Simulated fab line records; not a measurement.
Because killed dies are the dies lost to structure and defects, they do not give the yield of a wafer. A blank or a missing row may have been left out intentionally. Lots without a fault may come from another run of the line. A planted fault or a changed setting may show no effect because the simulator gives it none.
One fault through the eyes of 2 desks + flow nand-harc + only its own numbers are on each desk; what lay behind them is given at the end

THE METROLOGY DESK
What the gauges read for every lot (on any tool): the sampled wafers with a number, averaged. The brackets show how far a lot's mean lies from the usual mean; more than 4 standard deviations puts the lot out of limits, marked OUT.
Columns: A = thk-nm at NHARC_P_BONDPAD_THK_MEAS_20, usual 160.6 nm; B = thk-nm at NHARC_A_SOURCE_PLATE_THK_MEAS_09, usual 9.6 nm; C = thk-nm at NHARC_A_ONON_D1_THK_MEAS_02, usual 1000 nm
| lot  | first seen here | A     | B    | C             |
|------|-----------------|-------|------|---------------|
| L612 | day 6 11:37     | 159.9 | 9.9  | 991           |
| L613 | day 7 01:50     | 160.8 | 9.3  | 1003          |
| L614 | day 7 03:55     | 160.8 | 9.1  | 1017          |
| L615 | day 7 04:22     | 159.1 | 10.6 | 1006          |
| L619 | day 8 07:13     | 159.3 | 9.6  | 994           |
| L620 | day 8 11:41     | 161.4 | 10.3 | 1017          |
| L621 | day 8 20:43     | 160.8 | 9.3  | 991           |
| L624 | day 9 18:04     | 159.9 | 9.6  | 685 (-32) OUT |
| L625 | day 9 20:09     | 161.0 | 9.1  | 993           |
| L627 | day 10 11:12    | 159.9 | 9.6  | 685 (-32) OUT |
| L633 | day 11 17:07    | 161.7 | 9.2  | 993           |
| L634 | day 12 07:37    | 160.6 | 10.6 | 1014          |
Finding of this desk: L624, L627 out of limits; the first was L624 at day 10 18:20, on thk-nm at NHARC_A_ONON_D1_THK_MEAS_02. L612, L613, L614, L615, L619, L620, L621, L625, L633, L634 stayed within limits.

FOR THE TOOL OWNER'S DESK: pecvd-onon-04
The tool's own readings at NHARC_A_ONON_D1_DEP_00 (target thk 1000 nm): means of the sampled wafers that have a number, for each lot that ran on this tool. The brackets show how far a lot's mean lies from the usual mean; more than 4 standard deviations puts the lot out of limits, marked OUT.
Columns: A = n2-flow-sccm at NHARC_A_ONON_D1_DEP_00, usual 2750 sccm
| lot  | first seen here | A    |
|------|-----------------|------|
| L614 | day 8 04:24     | 2747 |
| L619 | day 9 07:11     | 2746 |
| L621 | day 9 23:10     | 2750 |
| L624 | day 10 17:53    | 2753 |
| L627 | day 11 12:23    | 2744 |
This desk found nothing out of limits on any of the 5 lots.

TAKEN TOGETHER
Metrology desk: alarm possible at day 10 18:20 on L624, L627.
Nothing out of limits was seen by the tool owner's desk.
On record at the tool owner's desk: L624, L627, within its limits.
Of the lots named, all ran NHARC_A_ONON_D1_DEP_00 on pecvd-onon-04.

WHAT THE SIMULATOR HAD INSERTED
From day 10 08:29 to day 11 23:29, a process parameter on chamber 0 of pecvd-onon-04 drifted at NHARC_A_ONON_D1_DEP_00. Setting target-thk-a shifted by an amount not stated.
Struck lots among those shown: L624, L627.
Per desk, hours elapsed from the start of the fault to the first reading out of limits: for the metrology desk, 10.
